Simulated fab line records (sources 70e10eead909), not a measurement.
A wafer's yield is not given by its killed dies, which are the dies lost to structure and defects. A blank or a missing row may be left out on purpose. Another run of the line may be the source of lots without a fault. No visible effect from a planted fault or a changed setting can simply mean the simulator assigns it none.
fab line records    flow nand-harc
record lots=14  wafers=42  last-day=34
route steps=1302 shown A_M0@1167 A_M1@1184
lots untouched by any fault: they come from a run of this same line in which no faults occurred
start-h: start of the lot's first displayed wafer, in hours after the record's first day    wait-h: how many hours have passed since the lot's step before this one    " unchanged from the row above    L1.1+2: several wafers, shown together as one row    - no value, or no start was given    * or withheld: withheld    < > ~ a bound
route shown NAME@n: NAME is a module with steps in the file, n the number in the route of the first one    usual: mean/standard deviation taken from wafers without a fault    same: alike in all rows    chamber/n: place in a boat    sites: readings site by site    _std_site: the standard deviation of these    _edge_site: mean of outer sites minus mean of inner sites    radius-mm: how far each site lies from the wafer's centre    mask NAME#n: copy n    behind: the tool/chamber that last shaped the wafer    hold: what put the lot on hold/how long, in hours/how the hold closed    device: transistor that didn't switch, given as n, p or np    end of line: tests run on the same wafers once the route is complete    a step given without rows: its recipe and nothing more    killed: not the wafer's yield, but the dies lost to structure and defects at the first sort    map: a wafer's dies, x killed, . not, _ none there
set.NAME: the setting as run; set.NAME@STEP: as run at that earlier step    model.NAME: the simulator's own value behind a step, which no gauge read
one table for each step of the route and one row for each wafer, over a sample of lots
services: when a tool's chamber went out of use (start-h, in hours from the record's first day, below 0 if earlier), for how many hours, and the reason
## steps
# step NHARC_A_M0_PRE_CLEAN_31
# recipe time-s=12  temp-c=370  rf-power-w=300  gas=NH3
# usual heater-power-w=621/74  rf-fwd-power-W=292.5/0.99
lot.wafer  tool      chamber  start-h  wait-h  heater-power-w  rf-fwd-power-W
L136.2     pecvd-02  0        508.97   0.1     576             291.5
L136.1     "         2        "        "       690             293.8
L136.6     "         2        "        "       661             293.9
L138.1     pecvd-02  0        544.77   0.1     642             293.3
L138.2     "         1        "        "       671             292.0
L138.6     "         2        "        "       681             291.2
L137.3     pecvd-03  2        546.76   0.1     663             292.9
L137.4     "         1        "        "       507             292.9
L137.6     "         2        "        "       651             291.4
L140.1     pecvd-04  2        558.26   0.1     559             291.8
L140.3     "         0        "        "       534             293.8
L140.6     "         2        "        "       548             292.7
L143.1     pecvd-04  1        611.69   0.1     763             292.4
L143.4     "         2        "        "       615             292.9
L143.5     "         1        "        "       763             292.2
L144.3     pecvd-02  2        613.67   0.1     667             293.1
L144.6     "         0        "        "       631             291.6
L144.5     "         2        "        "       669             292.2
L147.2     pecvd-03  0        638.79   0.1     652             294.5
L147.1     "         1        "        "       567             293.0
L147.4     "         1        "        "       579             292.8
L145.1     pecvd-02  1        648.86   0.1     641             292.8
L145.3     "         2        "        "       612             292.2
L145.6     "         0        "        "       635             292.4
L149.1     pecvd-03  0        651.40   0.1     633             292.6
L149.5     "         0        "        "       641             292.9
L149.6     "         2        "        "       601             291.6
L151.3     pecvd-02  2        671.32   0.1     646             291.7
L151.4     "         2        "        "       666             293.2
L151.5     "         0        "        "       628             291.8
L153.1     pecvd-02  0        696.61   0.1     577             292.9
L153.6     "         1        "        "       640             292.7
L153.4     "         2        "        "       597             295.1
L158.3     pecvd-04  2        728.60   0.1     560             293.4
L158.6     "         0        "        "       501             291.9
L158.4     "         1        "        "       754             292.0
L157.2     pecvd-04  2        732.55   0.1     512             291.7
L157.3     "         0        "        "       570             291.6
L157.1     "         1        "        "       733             292.0
L159.3     pecvd-04  2        773.57   0.1     604             292.0
L159.2     "         0        "        "       508             293.3
L159.4     "         2        "        "       609             291.1
# step NHARC_A_M1_ETCH_15
# recipe target-depth-a=1825  time-s=91.2  c4f8-flow-sccm=withheld  ar-flow-sccm=400  rf-w=600  bias-w=300  chemistry=C4F8/Ar
# usual oes-product-au=0.952/0.022  rf-fwd-power-W=595.7/2  rf-vpp-V=442.0/2.6  run-length-s=112.7/0.44
lot.wafer  tool         chamber  start-h  wait-h  oes-product-au  rf-fwd-power-W  rf-hours-counter-h  rf-vpp-V  run-length-s
L136.1     rie-diel-02  2        510.54   -       0.961           599.9           3                   445.9     113.2
L136.2     "            0        "        "       0.973           596.9           3                   441.6     112.6
L136.6     "            3        "        "       0.966           598.7           -                   441.6     112.3
L138.1     rie-diel-04  0        546.35   -       0.971           595.4           0                   441.1     111.8
L138.2     "            1        "        "       0.964           597.9           0                   444.4     112.4
L138.6     "            2        "        "       0.957           594.4           -                   439.2     112.1
L137.4     rie-diel-02  0        548.29   -       0.923           596.9           5                   442.1     113.0
L137.3     "            3        "        "       0.923           600.8           5                   439.8     112.3
L137.6     "            0        "        "       0.926           594.6           -                   442.3     112.8
L140.3     rie-diel-04  3        559.85   -       0.998           595.1           1                   443.3     113.0
L140.1     "            2        "        "       0.961           593.0           1                   439.9     112.2
L140.6     "            3        "        "       0.980           595.8           -                   443.4     113.0
L143.4     rie-diel-02  1        613.21   -       0.957           593.6           0                   441.4     112.4
L143.1     "            3        "        "       0.960           598.4           0                   441.0     112.2
L143.5     "            1        "        "       0.955           595.0           -                   440.0     112.2
L144.3     rie-diel-04  1        615.34   -       0.924           596.7           5                   442.8     112.6
L144.5     "            0        "        "       0.914           593.9           -                   440.7     112.5
L144.6     "            1        "        "       0.924           597.5           -                   442.7     112.5
L147.1     rie-diel-13  1        640.48   -       0.959           595.1           6                   444.3     113.3
L147.4     "            2        "        "       0.974           595.0           6                   444.8     112.7
L147.2     "            3        "        "       0.989           595.7           7                   444.9     112.5
L145.3     rie-diel-02  0        650.53   -       0.946           595.7           2                   440.6     113.1
L145.1     "            2        "        "       0.979           595.9           2                   445.0     112.8
L145.6     "            1        "        "       0.957           594.2           -                   440.1     112.6
L149.1     rie-diel-13  2        653.06   -       0.921           595.8           7                   445.4     112.5
L149.5     "            1        "        "       0.922           592.5           -                   442.3     113.1
L149.6     "            2        "        "       0.928           596.0           -                   443.7     112.4
L151.3     rie-diel-04  0        672.99   -       0.940           596.2           8                   440.8     111.9
L151.4     "            2        "        "       0.953           -               9                   439.4     100.5
L151.5     "            1        "        "       0.952           596.4           -                   444.7     112.5
L153.1     rie-diel-04  0        698.18   -       0.918           -               10                  442.0     100.4
L153.4     "            1        "        "       0.927           -               10                  443.7     101.2
L153.6     "            0        "        "       0.917           595.7           -                   441.5     112.1
L158.3     rie-diel-13  3        730.28   -       0.927           591.3           1                   443.8     112.6
L158.4     "            0        "        "       0.931           594.2           1                   436.1     112.5
L158.6     "            3        "        "       0.926           597.0           -                   445.7     112.6
L157.3     rie-diel-13  2        734.22   -       0.942           596.8           1                   445.0     112.8
L157.2     "            0        "        "       0.964           595.7           1                   437.7     112.6
L157.1     "            1        "        "       0.934           593.5           1                   441.5     113.1
L159.4     rie-diel-13  0        775.12   -       0.929           594.0           3                   436.8     112.6
L159.2     "            1        "        "       0.902           592.4           3                   442.8     113.5
L159.3     "            2        "        "       0.924           591.2           3                   444.1     112.3
# step NHARC_A_M1_CD_MEAS_16
# usual cd-nm=120.0/0.74
lot.wafer  tool       chamber  start-h  wait-h  cd-nm
L136.1     cd-sem-01  -        510.67   -       119.8
L136.2     "          -        "        "       120.0
L136.6     "          -        "        "       118.1
L138.1     cd-sem-02  -        546.46   -       120.5
L138.2     "          -        "        "       119.3
L138.6     "          -        "        "       118.9
L137.3     cd-sem-02  -        548.43   -       119.1
L137.4     "          -        "        "       120.2
L137.6     "          -        "        "       119.6
L140.1     cd-sem-03  -        559.98   -       119.9
L140.3     "          -        "        "       119.2
L140.6     "          -        "        "       120.0
L143.1     cd-sem-02  -        613.34   -       119.8
L143.4     "          -        "        "       120.8
L143.5     "          -        "        "       118.3
L144.3     cd-sem-03  -        615.47   -       120.3
L144.5     "          -        "        "       119.0
L144.6     "          -        "        "       120.2
L147.1     cd-sem-03  -        640.60   -       120.1
L147.2     "          -        "        "       121.2
L147.4     "          -        "        "       120.8
L145.1     cd-sem-03  -        650.67   -       120.2
L145.3     "          -        "        "       120.3
L145.6     "          -        "        "       121.0
L149.1     cd-sem-03  -        653.19   -       119.4
L149.5     "          -        "        "       119.3
L149.6     "          -        "        "       119.9
L151.3     cd-sem-03  -        673.12   -       119.7
L151.4     "          -        "        "       118.9
L151.5     "          -        "        "       121.0
L153.1     cd-sem-03  -        698.30   -       119.9
L153.4     "          -        "        "       121.4
L153.6     "          -        "        "       119.4
L158.3     cd-sem-03  -        730.41   -       120.3
L158.4     "          -        "        "       119.3
L158.6     "          -        "        "       120.4
L157.1     cd-sem-02  -        734.35   -       119.4
L157.2     "          -        "        "       120.0
L157.3     "          -        "        "       119.9
L159.2     cd-sem-02  -        775.26   -       120.0
L159.3     "          -        "        "       118.9
L159.4     "          -        "        "       119.7
# step NHARC_A_M1_ANNEAL_31
# recipe temp-c=225  time-s=90
# usual anneal-temp-c-max=226.52/0.28  wafer_temp_C_max=226.8/0.38
lot.wafer  tool           chamber  start-h  wait-h  anneal-temp-c-max  wafer_temp_C_max
L136.1     rtp-anneal-01  0        512.24   -       226.83             226.9
L136.2     "              0        "        "       226.68             227.0
L136.6     "              0        "        "       226.84             226.6
L138.1     rtp-anneal-02  0        547.91   -       226.70             226.1
L138.2     "              0        "        "       226.65             227.2
L138.6     "              0        "        "       226.26             226.5
L137.3     rtp-anneal-01  0        549.98   -       226.66             226.7
L137.4     "              0        "        "       226.37             226.7
L137.6     "              0        "        "       226.18             226.7
L140.1     rtp-anneal-02  0        561.43   -       227.00             227.1
L140.3     "              0        "        "       226.68             226.9
L140.6     "              0        "        "       226.55             226.3
L143.1     rtp-anneal-01  0        614.80   -       226.21             226.9
L143.4     "              0        "        "       226.65             226.6
L143.5     "              0        "        "       226.62             226.2
L144.3     rtp-anneal-01  0        617.01   -       226.65             226.6
L144.5     "              0        "        "       226.25             226.8
L144.6     "              0        "        "       226.51             226.6
L147.1     rtp-anneal-01  0        642.05   -       226.77             226.9
L147.2     "              0        "        "       227.12             227.4
L147.4     "              0        "        "       226.42             226.8
L145.1     rtp-anneal-01  0        652.11   -       226.16             227.0
L145.3     "              0        "        "       226.47             226.3
L145.6     "              0        "        "       226.65             226.2
L149.1     rtp-anneal-01  0        654.68   -       226.55             226.5
L149.5     "              0        "        "       226.14             226.8
L149.6     "              0        "        "       226.39             226.8
L151.3     rtp-anneal-02  0        674.69   -       226.72             227.3
L151.4     "              0        "        "       226.41             227.0
L151.5     "              0        "        "       226.46             226.8
L153.1     rtp-anneal-02  0        699.82   0.3     226.83             226.4
L153.4     "              0        "        "       226.40             226.2
L153.6     "              0        "        "       226.32             227.2
L158.3     rtp-anneal-02  0        732.09   -       226.68             226.4
L158.4     "              0        "        "       226.36             226.6
L158.6     "              0        "        "       226.36             226.6
L157.1     rtp-anneal-01  0        735.80   -       226.04             226.8
L157.2     "              0        "        "       226.82             227.3
L157.3     "              0        "        "       226.70             226.8
L159.2     rtp-anneal-02  0        776.93   -       226.22             227.2
L159.3     "              0        "        "       226.90             227.2
L159.4     "              0        "        "       226.40             226.8
## services
tool           chamber  start-h  hours  kind
rie-diel-13    2        492.94   17.1   repair
rie-diel-13    -        519.26   9.0    pm
rie-diel-04    -        521.86   3.0    repair
pecvd-02       2        528.67   2.1    repair
rie-diel-04    -        531.90   9.0    pm
rie-diel-02    0        532.83   4.0    repair
rie-diel-02    3        549.11   5.0    repair
rie-diel-02    -        570.82   9.0    pm
pecvd-04       -        578.51   0.9    repair
pecvd-02       -        589.06   13.0   pm
pecvd-04       -        631.26   13.0   pm
pecvd-02       1        633.20   5.2    repair
rie-diel-13    2        669.42   3.1    repair
rie-diel-02    2        670.44   2.7    repair
rie-diel-02    2        678.53   9.0    repair
pecvd-04       -        687.34   24.3   repair
rie-diel-13    -        696.26   9.0    pm
pecvd-02       -        704.28   3.9    repair
rie-diel-04    -        708.90   9.0    pm
rtp-anneal-01  -        741.25   3.0    repair
rtp-anneal-02  -        744.00   12.0   pm
rie-diel-04    1        746.42   12.1   repair
pecvd-02       -        770.08   13.0   pm
pecvd-04       -        775.83   1.0    repair
## key
first-sign step=NHARC_A_M1_ETCH_15  reading=run-length-s  direction=down  sigmas=27  usual=*  struck=*
effect none on later readings
met-at NHARC_A_M1_ETCH_15
struck-lots L151,L153
struck-wafers L151.4,L153.1,L153.4
sort-left-out L151.4,L153.1,L153.4
not-acting-at NHARC_A_M0_PRE_CLEAN_31,NHARC_A_M1_CD_MEAS_16,NHARC_A_M1_ANNEAL_31
onset-between 615.34 672.99
fault kind=process-parameter-drift  tool=rie-diel-04  chamber=-  onset-h=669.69  steps=NHARC_A_M1_ETCH_15  channel=time-s  offset=*  shape=step  end-h=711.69  scope=struck-wafers-only  acts-in=*  stated=*
# sort-left-out: the simulated sort isn't trusted on such a fault, so these wafers' sort isn't shown, and their yield isn't known
